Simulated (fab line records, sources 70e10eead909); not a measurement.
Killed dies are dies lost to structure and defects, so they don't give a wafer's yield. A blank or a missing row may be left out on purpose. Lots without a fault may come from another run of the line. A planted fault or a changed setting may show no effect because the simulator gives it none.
fab line records | flow nand_harc
record lots=24 wafers=72 last_day=33
route steps=1302 shown A_STAIRCASE@680
lots that met no fault: from a run of the same line without faults
start_h: hours from the record's first day to the start of the lot's first wafer shown | wait_h: hours since the lot's step before | " the same as in the row above | L1.1+2: a row that stands for several wafers | - no value, or no start given | * or withheld: withheld | < > ~ a bound
route shown NAME@n: a module of which the file shows steps, and the number in the route of the first | usual: mean/standard deviation of fault-free wafers | same: alike in all rows | chamber/n: place in a boat | sites: the reading at each site | _std_site: their standard deviation | _edge_site: outer sites' mean less inner sites' | radius_mm: how far each site lies from the wafer's centre | mask NAME#n: copy n | behind: the tool/chamber that last shaped the wafer | hold: why the lot was held/for how many hours/how that ended | device: the transistor (n, p or np) that didn't switch | end of line: the same wafers' tests at the end of the route | a step without rows: its recipe alone | killed: dies lost to structure and defects at the first sort, not the wafer's yield | map: a wafer's dies, x killed, . not, _ none there
set.NAME: the setting as run; set.NAME@STEP: as run at that earlier step | model.NAME: the simulator's own value behind a step, which no gauge read
steps of the route over a sample of lots; a table a step, a row a wafer
services: from which hour (start_h, from the record's first day; less than 0 if before it) a tool's chamber was out of use, for how many hours, and why
## steps
# step NHARC_A_STAIRCASE_ETCH_23
# recipe target_depth_a=1000 time_s=40.5 ion_energy_ev=400 c4f8_flow_sccm=20 o2_flow_sccm=10 ar_flow_sccm=withheld rf_w=600 bias_w=1000 chemistry=C4F8/O2
# usual oes_product_au=0.945/0.015 rf_vpp_V=894.5/2.9
# columns lot.wafer tool chamber start_h wait_h oes_product_au rf_hours_counter_h rf_vpp_V
L074.4 rie_diel-07 2 - - 0.962 17 903.1
L074.3 " 3 " " 0.977 12 893.7
L074.5 " 0 " " 0.962 - 892.9
L075.1 rie_diel-07 3 - - 0.946 13 893.5
L075.3 " 1 " " 0.932 19 894.7
L075.5 " 3 " " 0.951 - 894.7
L076.1 rie_diel-08 0 - - 0.918 51 894.1
L076.4 " 2 " " 0.928 42 894.8
L076.5 " 0 " " 0.923 - 893.5
L078.1 rie_diel-08 2 - - 0.932 3 893.7
L078.2 " 3 " " 0.957 2 892.8
L078.5 " 2 " " 0.933 - 892.8
L077.1 rie_diel-07 0 - - 0.951 31 891.3
L077.2 " 3 " " 0.956 23 895.0
L077.5 " 1 " " 0.968 - 895.4
L079.1 rie_diel-08 1 - - 0.918 8 896.4
L079.3 " 3 " " 0.940 10 892.4
L079.5 " 2 " " 0.928 - 892.4
L080.4 rie_diel-11 1 - - 0.960 49 892.3
L080.6 " 3 " " 0.954 - 896.0
L080.5 " 0 " " 0.934 - 894.3
L083.3 rie_diel-07 3 - - 0.961 38 894.5
L083.1 " 1 " " 0.945 48 894.2
L083.6 " 2 " " 0.977 - 902.6
L082.1 rie_diel-08 0 - - 0.925 24 894.3
L082.2 " 1 " " 0.924 21 895.6
L082.4 " 2 " " 0.925 18 894.1
L081.2 rie_diel-08 3 - - 0.944 23 890.8
L081.4 " 1 " " 0.927 21 895.3
L081.5 " 3 " " 0.941 - 892.8
L085.4 rie_diel-11 0 - - 0.937 9 894.9
L085.5 " 0 " " 0.948 - 893.5
L085.6 " 1 " " 0.938 - 893.0
L084.2 rie_diel-08 0 - - 0.927 27 895.7
L084.5 " 0 " " 0.927 - 894.5
L084.6 " 1 " " 0.926 - 894.9
L086.2 rie_diel-11 1 - - 0.958 13 892.6
L086.1 " 2 " " 0.949 13 893.1
L086.5 " 2 " " 0.958 - 893.5
L087.1 rie_diel-07 1 - - 0.971 0 894.5
L087.2 " 2 " " 0.961 0 900.8
L087.6 " 0 " " 0.932 - 893.0
L090.3 rie_diel-07 2 - - 0.950 7 903.0
L090.1 " 3 " " 0.957 8 894.8
L090.2 " 1 " " 0.953 6 892.3
L088.2 rie_diel-07 1 - - 0.939 7 893.3
L088.3 " 0 " " 0.928 8 890.9
L088.6 " 2 " " 0.952 - 902.1
L089.2 rie_diel-11 3 - - 0.970 24 894.0
L089.4 " 1 " " 0.942 21 893.1
L089.6 " 3 " " 0.959 - 897.0
L092.2 rie_diel-07 2 - - 0.928 12 902.6
L092.4 " 3 " " 0.937 14 895.0
L092.1 " 0 " " 0.916 14 892.3
L091.3 rie_diel-07 3 - - 0.946 14 893.3
L091.5 " 3 " " 0.953 - 895.9
L091.6 " 0 " " 0.926 - 892.9
L093.4 rie_diel-11 0 - - 0.946 43 894.5
L093.6 " 1 " " 0.941 - 891.5
L093.5 " 2 " " 0.937 - 891.5
L094.2 rie_diel-08 3 - - 0.940 1 893.3
L094.6 " 0 " " 0.940 - 895.5
L094.5 " 1 " " 0.948 - 895.2
L095.2 rie_diel-08 0 - - 0.946 1 894.1
L095.1 " 1 " " 0.952 1 894.4
L095.6 " 3 " " 0.950 - 892.3
L096.2 rie_diel-08 0 - - 0.939 3 894.5
L096.1 " 1 " " 0.948 3 894.5
L096.5 " 0 " " 0.936 - 894.0
L097.1 rie_diel-07 0 - - 0.938 35 892.4
L097.3 " 1 " " 0.955 31 891.7
L097.4 " 3 " " 0.960 27 894.3
# step NHARC_A_STAIRCASE_TRIM_193
# recipe time_s=211.2 o2_flow_sccm=500 ar_flow_sccm=0 bias_w=0 chemistry=O2
# usual drypump_motor_current_A=5.7/0.41 oes_product_au=0.997/0.011 rf_vpp_V=57.8/0.84 showerhead_plenum_p_Torr=3.49/0.082 throttle_valve_pct=17.037/0.01
# columns lot.wafer tool chamber start_h wait_h drypump_motor_current_A oes_product_au rf_hours_counter_h rf_vpp_V showerhead_plenum_p_Torr throttle_valve_pct
L074.4 rie_diel-07 1 - - 6.1 0.988 19 57.9 3.47 17.030
L074.3 " 3 " " 5.0 1.017 12 58.7 3.49 17.035
L074.5 " 1 " " 6.1 0.994 - 57.5 3.47 17.047
L075.3 rie_diel-11 0 - - 5.7 1.004 30 57.8 3.52 17.029
L075.1 " 1 " " 5.9 1.001 36 58.6 3.47 17.031
L075.5 " 0 " " 5.8 0.992 - 57.5 3.52 17.028
L076.1 rie_diel-07 1 - - 6.1 0.999 22 58.2 3.47 17.030
L076.4 " 3 " " 5.0 1.021 16 56.8 3.49 17.047
L076.5 " 1 " " 6.1 0.987 - 57.1 3.47 17.038
L078.1 rie_diel-08 1 - - 5.7 0.991 4 58.4 3.51 17.039
L078.2 " 3 " " 5.9 1.004 4 57.3 3.44 17.052
L078.5 " 1 " " 5.7 0.976 - 56.1 3.51 17.040
L077.1 rie_diel-07 2 - - 5.4 1.015 31 59.5 3.72 17.035
L077.2 " 0 " " 6.3 1.005 32 58.5 3.43 17.025
L077.5 " 2 " " 5.4 1.019 - 58.6 3.72 17.041
L079.1 rie_diel-11 1 - - 5.9 1.000 49 57.3 3.46 17.036
L079.3 " 2 " " 5.4 1.007 54 57.9 3.45 17.031
L079.5 " 2 " " 5.4 1.000 - 57.7 3.45 17.038
L080.4 rie_diel-08 3 - - 5.9 1.002 12 57.6 3.44 17.030
L080.6 " 0 " " 5.5 0.995 - 56.7 3.50 17.039
L080.5 " 1 " " 5.6 0.985 - 57.3 3.51 17.046
L083.3 rie_diel-07 2 - - 5.4 1.011 44 58.7 3.72 17.044
L083.1 " 3 " " 5.0 1.007 38 57.8 3.48 17.046
L083.6 " 0 " " 6.3 0.993 - 58.7 3.43 17.038
L082.2 rie_diel-11 2 - - 5.4 1.000 4 58.2 3.44 17.031
L082.4 " 3 " " 5.1 1.008 4 57.8 3.52 17.034
L082.1 " 0 " " 5.7 0.986 4 56.8 3.51 17.034
L081.2 rie_diel-08 2 - - 6.2 0.989 19 58.2 3.45 17.046
L081.5 " 1 " " 5.6 0.983 - 57.2 3.50 17.032
L081.4 " 3 " " 5.9 0.977 - 58.2 3.43 17.049
L085.4 rie_diel-08 3 - - 5.9 0.984 28 58.0 3.43 17.042
L085.5 " 2 " " 6.2 0.984 - 58.2 3.45 17.041
L085.6 " 3 " " 5.9 0.992 - 57.9 3.43 17.028
L084.2 rie_diel-08 2 - - 6.2 0.994 26 58.2 3.45 17.022
L084.6 " 0 " " 5.5 0.991 - 58.0 3.49 17.044
L084.5 " 1 " " 5.6 0.985 - 57.4 3.50 17.032
L086.2 rie_diel-08 0 - - 5.5 0.990 38 56.6 3.49 17.044
L086.1 " 2 " " 6.2 0.991 32 58.4 3.45 17.053
L086.5 " 1 " " 5.7 0.984 - 58.7 3.49 17.027
L087.1 rie_diel-07 2 - - 5.5 1.005 2 57.8 3.71 17.053
L087.2 " 3 " " 5.0 1.008 3 56.7 3.47 17.040
L087.6 " 1 " " 6.1 0.999 - 57.5 3.45 17.031
L090.2 rie_diel-11 0 - - 5.7 0.981 24 56.7 3.50 17.042
L090.3 " 1 " " 5.9 1.004 23 59.4 3.45 17.035
L090.1 " 2 " " 5.4 0.997 24 58.5 3.43 17.014
L088.2 rie_diel-07 0 - - 6.3 0.991 10 57.4 3.42 17.049
L088.3 " 2 " " 5.5 1.018 9 58.4 3.71 17.040
L088.6 " 0 " " 6.3 0.988 - 58.2 3.42 17.042
L089.4 rie_diel-07 3 - - 5.0 1.012 11 57.9 3.47 17.038
L089.2 " 1 " " 6.1 1.008 9 58.9 3.45 17.042
L089.6 " 3 " " 5.0 1.009 - 56.4 3.47 17.047
L092.2 rie_diel-07 3 - - 5.0 0.999 15 57.0 3.47 17.021
L092.4 " 0 " " 6.2 0.984 15 56.8 3.41 17.045
L092.1 " 2 " " 5.5 1.003 14 57.8 3.71 17.052
L091.3 rie_diel-07 3 - - 5.0 1.006 16 56.9 3.47 17.028
L091.6 " 0 " " 6.3 0.981 - 59.0 3.41 17.033
L091.5 " 1 " " 6.1 0.997 - 58.1 3.45 17.028
L093.4 rie_diel-07 2 - - 5.5 1.003 - 57.4 3.70 17.055
L093.5 " 0 " " 6.3 0.978 - 56.5 3.41 17.039
L093.6 " 1 " " 6.1 0.991 - 57.8 3.44 17.025
L094.2 rie_diel-11 1 - - 5.8 1.004 46 59.7 3.43 17.027
L094.6 " 1 " " 5.8 1.005 - 56.2 3.43 17.045
L094.5 " 2 " " 5.3 0.999 - 56.7 3.42 17.012
L095.2 rie_diel-07 2 - - 5.5 1.023 30 58.1 3.70 17.045
L095.1 " 0 " " 6.2 0.983 34 58.3 3.40 17.047
L095.6 " 3 " " 5.0 1.017 - 57.4 3.46 17.036
L096.1 rie_diel-11 3 - - 5.1 1.016 58 57.7 3.49 17.033
L096.2 " 0 " " 5.7 0.997 51 57.2 3.49 17.036
L096.5 " 2 " " 5.3 0.989 - 56.7 3.42 17.023
L097.4 rie_diel-08 2 - - 6.2 0.986 4 56.9 3.44 17.035
L097.3 " 3 " " 5.9 0.993 4 58.6 3.41 17.016
L097.1 " 0 " " 5.4 0.991 4 57.1 3.48 17.025
# step NHARC_A_STAIRCASE_ETCH_197
# recipe target_depth_a=1000 time_s=40.5 ion_energy_ev=400 c4f8_flow_sccm=20 o2_flow_sccm=10 ar_flow_sccm=withheld rf_w=600 bias_w=1000 chemistry=C4F8/O2
# usual oes_product_au=0.945/0.018 rf_vpp_V=895/3.2
# columns lot.wafer tool chamber start_h wait_h oes_product_au rf_hours_counter_h rf_vpp_V
L074.3 rie_diel-07 2 - - 0.948 18 903
L074.4 " 0 " " 0.930 22 894
L074.5 " 2 " " 0.955 - 902
L075.1 rie_diel-07 1 - - 0.967 20 895
L075.3 " 2 " " 1.000 19 903
L075.5 " 0 " " 0.958 - 892
L076.1 rie_diel-08 2 - - 0.966 43 892
L076.4 " 3 " " 0.972 56 893
L076.5 " 1 " " 0.962 - 895
L078.2 rie_diel-08 1 - - 0.924 4 896
L078.1 " 0 " " 0.930 4 895
L078.5 " 1 " " 0.931 - 897
L077.2 rie_diel-07 3 - - 0.948 24 895
L077.1 " 0 " " 0.948 32 893
L077.5 " 1 " " 0.938 - 895
L079.3 rie_diel-07 0 - - 0.960 39 892
L079.1 " 1 " " 0.958 38 894
L079.5 " 3 " " 0.955 - 894
L080.4 rie_diel-08 1 - - 0.931 10 896
L080.5 " 0 " " 0.937 - 895
L080.6 " 1 " " 0.932 - 895
L083.1 rie_diel-07 1 - - 0.928 49 891
L083.3 " 2 " " 0.957 44 904
L083.6 " 1 " " 0.934 - 894
L082.1 rie_diel-07 1 - - 0.938 50 894
L082.2 " 3 " " 0.956 39 894
L082.4 " 0 " " 0.952 49 892
L081.2 rie_diel-11 3 - - 0.944 8 895
L081.4 " 0 " " 0.942 8 895
L081.5 " 3 " " 0.943 - 895
L085.4 rie_diel-08 1 - - 0.919 26 895
L085.6 " 3 " " 0.945 - 891
L085.5 " 0 " " 0.934 - 895
L084.2 rie_diel-11 2 - - 0.950 13 891
L084.5 " 0 " " 0.964 - 895
L084.6 " 1 " " 0.960 - 893
L086.2 rie_diel-08 3 - - 0.945 40 891
L086.1 " 1 " " 0.941 36 893
L086.5 " 3 " " 0.937 - 892
L087.2 rie_diel-11 3 - - 0.927 19 894
L087.1 " 1 " " 0.922 15 895
L087.6 " 0 " " 0.907 - 896
L090.2 rie_diel-07 3 - - 0.944 10 895
L090.1 " 0 " " 0.923 10 892
L090.3 " 2 " " 0.945 9 901
L088.2 rie_diel-07 0 - - 0.916 10 894
L088.3 " 1 " " 0.938 9 892
L088.6 " 0 " " 0.915 - 892
L089.4 rie_diel-11 1 - - 0.928 23 895
L089.2 " 2 " " 0.913 24 892
L089.6 " 0 " " 0.921 - 895
L092.2 rie_diel-07 3 - - 0.939 16 893
L092.4 " 0 " " 0.905 16 891
L092.1 " 1 " " 0.957 14 892
L091.3 rie_diel-07 2 - - 0.957 14 902
L091.6 " 1 " " 0.938 - 892
L091.5 " 2 " " 0.955 - 903
L093.4 rie_diel-11 1 - - 0.959 40 893
L093.6 " 2 " " 0.958 - 894
L093.5 " 3 " " 0.971 - 895
L094.2 rie_diel-07 0 - - 0.926 33 892
L094.5 " 0 " " 0.933 - 890
L094.6 " 1 " " 0.954 - 892
L095.1 rie_diel-08 1 - - 0.960 2 895
L095.2 " 3 " " 0.974 2 892
L095.6 " 0 " " 0.949 - 894
L096.2 rie_diel-11 3 - - 0.952 58 896
L096.1 " 2 " " 0.936 55 892
L096.5 " 0 " " 0.940 - 895
L097.3 rie_diel-07 2 - - 0.993 32 902
L097.4 " 0 " " 0.941 35 891
L097.1 " 1 " " 0.972 31 893
# step NHARC_A_STAIRCASE_TRIM_198
# recipe time_s=211.2 o2_flow_sccm=500 ar_flow_sccm=0 bias_w=0 chemistry=O2
# usual drypump_motor_current_A=5.7/0.41 oes_product_au=0.997/0.012 rf_vpp_V=57.7/0.84 showerhead_plenum_p_Torr=3.49/0.088 throttle_valve_pct=17.037/0.0092
# columns lot.wafer tool chamber start_h wait_h drypump_motor_current_A oes_product_au rf_hours_counter_h rf_vpp_V showerhead_plenum_p_Torr throttle_valve_pct
L074.4 rie_diel-07 1 - - 6.1 0.996 19 59.3 3.47 17.072
L074.3 " 2 " " 5.4 1.015 18 57.7 3.73 17.031
L074.5 " 1 " " 6.1 0.991 - 57.7 3.47 17.022
L075.1 rie_diel-07 3 - - 5.0 1.021 14 56.9 3.49 17.049
L075.3 " 0 " " 6.3 0.999 23 56.4 3.44 17.036
L075.5 " 1 " " 6.1 0.977 - 57.5 3.47 17.049
L076.1 rie_diel-08 0 - - 5.4 0.976 52 58.2 3.51 17.043
L076.4 " 1 " " 5.6 0.989 50 57.9 3.51 17.031
L076.5 " 0 " " 5.5 0.979 - 57.8 3.51 17.042
L078.1 rie_diel-08 2 - - 6.2 0.980 4 57.1 3.46 17.053
L078.2 " 3 " " 5.9 0.978 4 58.7 3.44 17.032
L078.5 " 2 " " 6.2 0.975 - 58.5 3.46 17.040
L077.2 rie_diel-07 1 - - 6.1 0.999 31 56.6 3.47 17.022
L077.1 " 2 " " 5.5 1.019 31 58.5 3.72 17.037
L077.5 " 1 " " 6.1 0.987 - 57.8 3.47 17.025
L079.1 rie_diel-07 1 - - 6.1 0.989 38 57.6 3.46 17.062
L079.3 " 3 " " 5.0 1.005 30 58.7 3.48 17.038
L079.5 " 0 " " 6.3 1.004 - 58.1 3.43 17.039
L080.4 rie_diel-08 1 - - 5.6 0.986 10 56.7 3.51 17.043
L080.5 " 1 " " 5.6 0.989 - 57.2 3.51 17.036
L080.6 " 2 " " 6.2 1.003 - 56.2 3.46 17.033
L083.3 rie_diel-07 2 - - 5.5 1.006 44 57.3 3.72 17.040
L083.1 " 0 " " 6.3 0.988 47 58.7 3.43 17.028
L083.6 " 1 " " 6.1 0.978 - 57.3 3.46 17.045
L082.1 rie_diel-07 2 - - 5.5 1.016 45 56.4 3.72 17.038
L082.4 " 3 " " 5.0 0.998 39 57.1 3.48 17.043
L082.2 " 1 " " 6.1 0.982 50 57.8 3.46 17.044
L081.4 rie_diel-11 2 - - 5.4 0.999 6 57.5 3.44 17.027
L081.2 " 3 " " 5.1 0.999 8 58.3 3.52 17.036
L081.5 " 1 " " 5.9 1.007 - 57.8 3.46 17.026
L085.4 rie_diel-08 1 - - 5.6 0.980 26 57.6 3.50 17.023
L085.6 " 0 " " 5.4 0.987 - 59.4 3.49 17.044
L085.5 " 1 " " 5.6 0.977 - 57.5 3.50 17.043
L084.2 rie_diel-11 0 - - 5.8 0.988 13 56.8 3.51 17.030
L084.5 " 3 " " 5.1 1.003 - 56.9 3.51 17.044
L084.6 " 0 " " 5.8 0.986 - 57.4 3.51 17.047
L086.2 rie_diel-08 3 - - 5.9 0.993 40 56.9 3.42 17.046
L086.1 " 0 " " 5.5 0.995 38 55.6 3.49 17.043
L086.5 " 3 " " 5.9 0.992 - 58.8 3.42 17.053
L087.1 rie_diel-11 2 - - 5.4 0.995 16 57.2 3.44 17.039
L087.2 " 0 " " 5.8 0.988 18 58.8 3.50 17.041
L087.6 " 3 " " 5.1 1.004 - 57.1 3.51 17.031
L090.1 rie_diel-07 0 - - 6.3 0.981 10 57.9 3.42 17.025
L090.2 " 1 " " 6.1 1.010 8 58.2 3.45 17.045
L090.3 " 2 " " 5.5 1.008 9 58.0 3.71 17.039
L088.2 rie_diel-07 2 - - 5.5 1.014 9 57.9 3.71 17.024
L088.3 " 3 " " 5.0 1.006 11 58.1 3.47 17.045
L088.6 " 2 " " 5.5 1.011 - 56.5 3.71 17.029
L089.2 rie_diel-11 3 - - 5.1 1.006 26 57.9 3.51 17.036
L089.4 " 0 " " 5.7 0.979 25 57.2 3.50 17.028
L089.6 " 1 " " 5.9 0.999 - 57.6 3.45 17.045
L092.2 rie_diel-07 1 - - 6.1 0.999 14 58.5 3.45 17.035
L092.4 " 3 " " 5.0 1.002 16 56.5 3.47 17.041
L092.1 " 0 " " 6.3 0.983 16 58.0 3.41 17.049
L091.3 rie_diel-07 3 - - 5.0 1.005 16 57.0 3.47 17.022
L091.5 " 2 " " 5.4 1.002 - 58.5 3.71 17.044
L091.6 " 3 " " 5.0 1.003 - 57.5 3.47 17.028
L093.4 rie_diel-11 1 - - 5.9 0.995 40 57.7 3.44 17.052
L093.5 " 0 " " 5.7 0.991 - 57.1 3.49 17.030
L093.6 " 1 " " 5.8 1.008 - 58.0 3.44 17.041
L094.2 rie_diel-07 1 - - 6.1 1.006 29 57.2 3.44 17.031
L094.5 " 0 " " 6.3 0.979 - 57.1 3.41 17.031
L094.6 " 1 " " 6.1 0.997 - 57.5 3.44 17.028
L095.2 rie_diel-08 2 - - 6.2 0.996 2 56.9 3.44 17.037
L095.1 " 3 " " 5.9 0.991 2 56.5 3.41 17.028
L095.6 " 3 " " 5.9 0.999 - 57.6 3.41 17.027
L096.1 rie_diel-11 0 - - 5.7 1.003 51 57.8 3.49 17.029
L096.2 " 2 " " 5.4 0.987 55 58.4 3.42 17.047
L096.5 " 1 " " 5.9 1.005 - 57.5 3.43 17.037
L097.1 rie_diel-07 0 - - 6.3 0.989 35 59.4 3.40 17.053
L097.4 " 1 " " 6.1 1.000 31 56.7 3.44 17.030
L097.3 " 2 " " 5.5 1.014 32 59.0 3.69 17.037
# step NHARC_A_STAIRCASE_ETCH_221
# recipe target_depth_a=1000 time_s=40.5 ion_energy_ev=400 c4f8_flow_sccm=20 o2_flow_sccm=10 ar_flow_sccm=withheld rf_w=600 bias_w=1000 chemistry=C4F8/O2
# usual oes_product_au=0.937/0.016 rf_vpp_V=895/3.3
# columns lot.wafer tool chamber start_h wait_h oes_product_au rf_hours_counter_h rf_vpp_V
L074.3 rie_diel-08 2 - - 0.953 41 894
L074.4 " 0 " " 0.961 50 895
L074.5 " 2 " " 0.949 - 895
L075.3 rie_diel-07 0 - - 0.954 23 892
L075.1 " 1 " " 0.941 21 895
L075.5 " 0 " " 0.955 - 892
L076.1 rie_diel-11 0 - - 0.931 33 895
L076.4 " 2 " " 0.948 40 894
L076.5 " 1 " " 0.961 - 895
L078.2 rie_diel-07 1 - - 0.939 31 893
L078.1 " 3 " " 0.939 24 895
L078.5 " 1 " " 0.922 - 893
L077.2 rie_diel-07 0 - - 0.926 33 893
L077.1 " 2 " " 0.943 32 903
L077.5 " 3 " " 0.941 - 894
L079.1 rie_diel-07 2 - - 0.952 35 903
L079.3 " 0 " " 0.931 39 890
L079.5 " 3 " " 0.943 - 895
L080.4 rie_diel-08 2 - - 0.948 11 894
L080.5 " 3 " " 0.947 - 892
L080.6 " 0 " " 0.926 - 894
L083.3 rie_diel-07 3 - - 0.955 39 894
L083.1 " 0 " " 0.945 48 892
L083.6 " 1 " " 0.930 - 892
L082.2 rie_diel-07 0 - - 0.942 53 892
L082.4 " 2 " " 0.963 48 902
L082.1 " 3 " " 0.960 44 895
L081.2 rie_diel-07 1 - - 0.910 53 893
L081.4 " 2 " " 0.946 48 903
L081.5 " 1 " " 0.921 - 894
L085.4 rie_diel-11 3 - - 0.922 10 896
L085.5 " 0 " " 0.915 - 895
L085.6 " 1 " " 0.925 - 893
L084.2 rie_diel-08 1 - - 0.945 30 892
L084.5 " 1 " " 0.935 - 895
L084.6 " 2 " " 0.942 - 892
L086.2 rie_diel-07 0 - - 0.944 3 890
L086.1 " 1 " " 0.950 2 892
L086.5 " 2 " " 0.960 - 902
L087.2 rie_diel-08 1 - - 0.915 36 895
L087.1 " 2 " " 0.924 33 893
L087.6 " 0 " " 0.914 - 896
L090.1 rie_diel-11 3 - - 0.922 26 895
L090.3 " 0 " " 0.899 25 895
L090.2 " 1 " " 0.914 24 894
L088.3 rie_diel-07 1 - - 0.946 9 892
L088.2 " 0 " " 0.926 11 892
L088.6 " 1 " " 0.943 - 893
L089.2 rie_diel-07 2 - - 0.929 10 902
L089.4 " 0 " " 0.923 11 892
L089.6 " 1 " " 0.930 - 894
L092.1 rie_diel-07 1 - - 0.919 18 892
L092.4 " 2 " " 0.925 18 902
L092.2 " 0 " " 0.903 22 892
L091.3 rie_diel-07 2 - - 0.929 18 901
L091.5 " 3 " " 0.933 - 893
L091.6 " 0 " " 0.911 - 892
L093.4 rie_diel-11 2 - - 0.924 49 892
L093.5 " 0 " " 0.922 - 894
L093.6 " 1 " " 0.918 - 893
L094.2 rie_diel-08 2 - - 0.932 2 893
L094.5 " 3 " " 0.945 - 893
L094.6 " 0 " " 0.929 - 894
L095.2 rie_diel-08 2 - - 0.944 3 892
L095.1 " 0 " " 0.932 3 894
L095.6 " 2 " " 0.929 - 894
L096.2 rie_diel-07 1 - - 0.922 32 893
L096.1 " 2 " " 0.929 32 903
L096.5 " 0 " " 0.913 - 891
L097.1 rie_diel-08 1 - - 0.950 6 895
L097.4 " 2 " " 0.952 6 894
L097.3 " 3 " " 0.961 5 891
# step NHARC_A_STAIRCASE_TRIM_233
# recipe time_s=211.2 o2_flow_sccm=500 ar_flow_sccm=0 bias_w=0 chemistry=O2
# usual drypump_motor_current_A=5.6/0.41 oes_product_au=0.997/0.012 rf_vpp_V=57.6/0.82 showerhead_plenum_p_Torr=3.49/0.079 throttle_valve_pct=17.035/0.0095
# columns lot.wafer tool chamber start_h wait_h drypump_motor_current_A oes_product_au rf_hours_counter_h rf_vpp_V showerhead_plenum_p_Torr throttle_valve_pct
L074.3 rie_diel-11 3 - - 5.1 1.011 37 57.0 3.53 17.025
L074.4 " 0 " " 5.8 0.981 30 56.4 3.52 17.057
L074.5 " 3 " " 5.1 1.005 - 58.2 3.53 17.024
L075.1 rie_diel-07 3 - - 5.0 1.016 15 58.1 3.49 17.041
L075.3 " 1 " " 6.1 0.972 21 57.2 3.47 17.029
L075.5 " 3 " " 5.0 1.019 - 55.4 3.49 17.039
L076.4 rie_diel-11 3 - - 5.1 0.994 41 57.4 3.53 17.029
L076.1 " 0 " " 5.7 0.991 33 58.2 3.52 17.049
L076.5 " 3 " " 5.1 1.001 - 57.3 3.53 17.038
L078.1 rie_diel-11 2 - - 5.4 0.994 48 59.0 3.45 17.046
L078.2 " 1 " " 5.8 0.999 46 57.7 3.46 17.041
L078.5 " 3 " " 5.1 1.000 - 58.1 3.52 17.036
L077.2 rie_diel-07 1 - - 6.1 0.987 32 57.8 3.47 17.036
L077.1 " 3 " " 5.0 0.999 25 57.7 3.49 17.022
L077.5 " 1 " " 6.1 0.980 - 57.6 3.47 17.033
L080.4 rie_diel-08 1 - - 5.6 0.982 - 58.5 3.51 17.051
L080.6 " 3 " " 5.9 0.996 - 57.0 3.44 17.020
L080.5 " 0 " " 5.4 0.987 - 58.0 3.50 17.040
L079.3 rie_diel-11 1 - - 5.9 1.013 51 57.5 3.46 17.036
L079.1 " 2 " " 5.4 1.010 55 57.6 3.45 17.025
L079.5 " 0 " " 5.7 0.989 - 56.8 3.51 17.036
L083.3 rie_diel-07 1 - - 6.1 0.995 50 56.9 3.46 17.035
L083.1 " 3 " " 5.0 1.011 39 57.1 3.48 17.032
L083.6 " 1 " " 6.1 0.983 - 57.3 3.46 17.024
L082.2 rie_diel-08 1 - - 5.7 0.972 25 57.0 3.50 17.030
L082.4 " 2 " " 6.2 0.984 22 57.5 3.45 17.052
L082.1 " 0 " " 5.5 0.989 24 58.2 3.49 17.018
L081.4 rie_diel-07 0 - - 6.3 0.997 54 56.9 3.42 17.045
L081.2 " 1 " " 6.1 0.978 54 57.1 3.45 17.023
L081.5 " 0 " " 6.3 1.001 - 58.4 3.42 17.036
L085.4 rie_diel-11 0 - - 5.8 0.977 11 57.3 3.51 17.024
L085.6 " 0 " " 5.7 0.992 - 59.5 3.51 17.024
L085.5 " 1 " " 5.8 1.007 - 56.9 3.45 17.030
L084.2 rie_diel-11 3 - - 5.1 0.998 15 58.8 3.51 17.034
L084.5 " 0 " " 5.8 0.986 - 57.2 3.51 17.037
L084.6 " 1 " " 5.9 0.996 - 57.3 3.45 17.023
L086.2 rie_diel-07 2 - - 5.4 1.001 3 57.8 3.71 17.037
L086.1 " 0 " " 6.3 0.989 4 56.7 3.42 17.038
L086.5 " 3 " " 5.0 1.004 - 56.5 3.47 17.043
L087.1 rie_diel-08 2 - - 6.2 0.990 34 57.9 3.45 17.036
L087.2 " 0 " " 5.5 1.001 40 57.6 3.49 17.042
L087.6 " 2 " " 6.2 0.987 - 59.3 3.45 17.037
L088.2 rie_diel-07 3 - - 5.0 1.003 12 57.3 3.47 17.041
L088.3 " 0 " " 6.3 0.974 12 57.8 3.42 17.030
L088.6 " 0 " " 6.3 0.975 - 57.3 3.42 17.037
L089.2 rie_diel-07 2 - - 5.4 1.002 11 59.6 3.71 17.038
L089.4 " 3 " " 5.0 1.002 13 58.4 3.47 17.040
L089.6 " 2 " " 5.4 1.004 - 59.0 3.71 17.031
L090.3 rie_diel-11 2 - - 5.3 0.983 29 57.8 3.43 17.025
L090.1 " 3 " " 5.1 1.006 31 59.2 3.50 17.036
L090.2 " 0 " " 5.8 0.980 28 56.9 3.50 17.049
L092.1 rie_diel-11 0 - - 5.8 0.980 39 58.3 3.49 17.025
L092.4 " 1 " " 5.9 0.994 36 56.3 3.44 17.034
L092.2 " 2 " " 5.4 0.980 39 57.3 3.42 17.032
L091.3 rie_diel-08 3 - - 5.9 1.003 44 56.5 3.42 17.047
L091.5 " 3 " " 5.9 0.988 - 56.2 3.42 17.027
L091.6 " 0 " " 5.5 0.982 - 57.2 3.48 17.022
L093.4 rie_diel-11 1 - - 5.9 0.998 44 57.8 3.44 17.026
L093.6 " 0 " " 5.8 0.987 - 58.4 3.49 17.046
L093.5 " 1 " " 5.9 0.996 - 57.8 3.44 17.025
L094.2 rie_diel-11 1 - - 5.9 1.008 47 57.6 3.43 17.048
L094.6 " 1 " " 5.9 1.010 - 57.5 3.43 17.031
L094.5 " 2 " " 5.4 0.988 - 57.0 3.42 17.055
L095.2 rie_diel-07 2 - - 5.4 1.011 31 59.7 3.70 17.056
L095.1 " 0 " " 6.3 0.996 35 58.8 3.40 17.040
L095.6 " 2 " " 5.4 1.013 - 58.2 3.69 17.018
L096.1 rie_diel-07 2 - - 5.4 1.015 33 57.5 3.69 17.046
L096.2 " 1 " " 6.1 0.999 32 56.7 3.44 17.025
L096.5 " 2 " " 5.4 0.999 - 58.5 3.69 17.035
L097.3 rie_diel-08 2 - - 6.2 0.996 6 58.7 3.44 17.018
L097.4 " 3 " " 5.9 0.988 5 56.2 3.41 17.009
L097.1 " 1 " " 5.7 1.008 6 58.0 3.48 17.033
## services
# columns tool chamber start_h hours kind
rie_diel-07 0 355.08 - clean
rie_diel-07 1 355.08 - clean
rie_diel-07 2 355.08 - clean
rie_diel-07 3 355.08 - clean
rie_diel-11 - 369.59 0.5 repair
rie_diel-08 - 376.42 9.0 pm
rie_diel-07 0 379.58 - clean
rie_diel-07 1 379.58 - clean
rie_diel-07 2 379.58 - clean
rie_diel-07 3 379.58 - clean
rie_diel-07 0 404.08 - clean
rie_diel-07 1 404.08 - clean
rie_diel-07 2 404.08 - clean
rie_diel-07 3 404.08 - clean
rie_diel-07 2 409.37 8.9 repair
rie_diel-07 0 428.58 - clean
rie_diel-07 1 428.58 - clean
rie_diel-11 - 432.55 9.0 pm
rie_diel-08 0 456.02 8.7 repair
rie_diel-07 - 474.08 9.0 pm
rie_diel-08 3 508.36 2.5 repair
rie_diel-08 2 527.73 2.6 repair
rie_diel-07 3 537.09 21.7 repair
rie_diel-08 - 553.42 9.0 pm
## key
fault none
